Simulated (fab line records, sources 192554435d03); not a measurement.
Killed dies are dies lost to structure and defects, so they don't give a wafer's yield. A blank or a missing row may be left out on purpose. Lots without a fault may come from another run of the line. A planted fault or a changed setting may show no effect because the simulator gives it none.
A struck lot beside a sound one | flow n5_finfet | 37 steps out of a route of 1938
Sound: wafers L686.2, L686.3, L686.4. Struck: wafers L678.4, L678.5, L678.6. The cause comes at the end.
At each step with rows: each side's tool, then ch and its chambers, then its first start. Under that, the readings that differ: sound wafers | struck wafers | difference of the means | sigmas: that difference in standard deviations of wafers without a fault.
alike: readings whose means differ by less than 2 such deviations, and words and numbers that are the same on both sides. not compared: withheld readings, readings that some wafer has no value for, bounds like >300 that may hide the same value, and numbers for which the record gives no deviation and whose values overlap.
The two part at a step that has a row with sigmas, a row that says differs or no value, or rows on one side only. Numbers that don't overlap but have no deviation are shown without sigmas and don't part them. A reading that every wafer of one side lacks parts them only if that side has two wafers or more.

first, 9 steps without rows for these wafers: N5_BEOL_M4_ANNEAL_95 (time 240 s); N5_BEOL_M4_SPUTTER_96 (material Cu, target thk 4.5 nm, time 8.29 s); N5_BEOL_M4_ECD_50 (material Cu, target thk 300 nm); N5_BEOL_M4_ANNEAL_51 (time 90 s); N5_BEOL_M4_CMP_52 (polishes, stops on SiOC, t overpolish 6.8 s, target thk 40 nm); N5_BEOL_M4_PRE_CLEAN_60 (time 15 s); N5_BEOL_M4_CO_CAP_55 (material Co, precursor CCTBA/H2, target thk 2 nm, time 102.1 s); N5_BEOL_M4_PRE_CLEAN_56 (time 15 s); N5_BEOL_M4_DEP_57 (deposits SiCN from 3MS/NH3, target thk 8 nm, time 14 s).
N5_BEOL_M4_RC_MEAS_101:
  sound on prober-01 ch 0, day 10 10:22; struck on prober-02 ch 0, day 8 23:32
  alike: DIBL_N, DIBL_P, IOFF_N, IOFF_P, ION_N, ION_P, SS_N, SS_P, VT_N, VT_P
then, 24 steps without rows for these wafers: N5_BEOL_M5_ILD_DEP_00 (deposits SiCOH lowk from DEMS/porogen, target thk 140.64 nm, time 25.9 s); N5_BEOL_M5_CURE_79 (cures SiCOH lowk, time 240 s); N5_BEOL_M5_PECVD_70 (deposits SiO2 from TEOS/O2, target thk 16 nm, time 18 s); N5_BEOL_M5_HM_DEP_02 (deposits TiN, target thk 20 nm); N5_BEOL_M5_COAT_59 (time 60 s, resist thk 60 nm); N5_BEOL_M5_COAT_60 (time 60 s, resist thk 12 nm); N5_BEOL_M5_COAT_71 (time 60 s, resist thk 5 nm); N5_BEOL_M5_COAT_05 (resist thk 30 nm); N5_BEOL_M5_EBR_07; N5_BEOL_M5_SOFTBAKE_06 (time 60 s); N5_BEOL_M5_EXPOSE_08 (exposes mask M5, target cd 28 nm); N5_BEOL_M5_PEB_09 (peb time 60 s); N5_BEOL_M5_DEVELOP_10 (develop time 30 s); N5_BEOL_M5_DESCUM_16 (chemistry O2, time 7 s); N5_BEOL_M5_ETCH_72 (etches underlayer in N2/H2, target depth 6.5 nm, time 5.2 s); N5_BEOL_M5_ETCH_61 (etches SiARC in CF4, target depth 15.6 nm, time 26 s); N5_BEOL_M5_ETCH_62 (etches SOC in N2/H2, target depth 75 nm, overetch 15 nm, time 112.5 s); N5_BEOL_M5_STRIP_63 (strips in N2/H2); N5_BEOL_M5_STRIP_73 (strips in N2/H2); N5_BEOL_M5_STRIP_64 (strips in CF4); N5_BEOL_M5_HM_OPEN_17 (chemistry Cl2/BCl3, target TiN, target depth 20 nm, overetch 6 nm); N5_BEOL_M5_STRIP_19 (strips in O2); N5_BEOL_M5_COAT_65 (time 60 s, resist thk 60 nm); N5_BEOL_M5_COAT_66 (time 60 s, resist thk 12 nm).
N5_BEOL_M7_ECD_50: material Cu, target thk 300 nm.
  sound on ecd_cu-02 ch 0,1, day 11 14:45; struck on ecd_cu-02 ch 0,1, day 10 04:41
N5_BEOL_M7_CMP_52: polishes, stops on SiCOH lowk, t overpolish 6.9 s, target thk 80 nm.
  sound on cmp-03 ch 0,1,2, day 11 15:10; struck on cmp-01 ch 1,2, day 10 05:22
  reading                | sound    | struck | difference | sigmas
  time_to_endpoint_s (s) | 60 63 61 | 0 0 1  | -61        | -20
  alike: head_pressure_psi, motor_current_A
-- the record jumps here: 3 days lie between the struck wafers' starts before and after (it left off in module BEOL_M7 and takes up again in module PASSIVATION, whose first step shown is number 1936 of the route) --
N5_PASSIVATION_PROBE_49:
  the record has rows for the struck wafers here (prober-02, day 13 12:26) and none for the sound ones

WHERE THEY PART
First at N5_BEOL_M7_CMP_52; last, within this record, at N5_PASSIVATION_PROBE_49.

WHY: what the simulator had put in
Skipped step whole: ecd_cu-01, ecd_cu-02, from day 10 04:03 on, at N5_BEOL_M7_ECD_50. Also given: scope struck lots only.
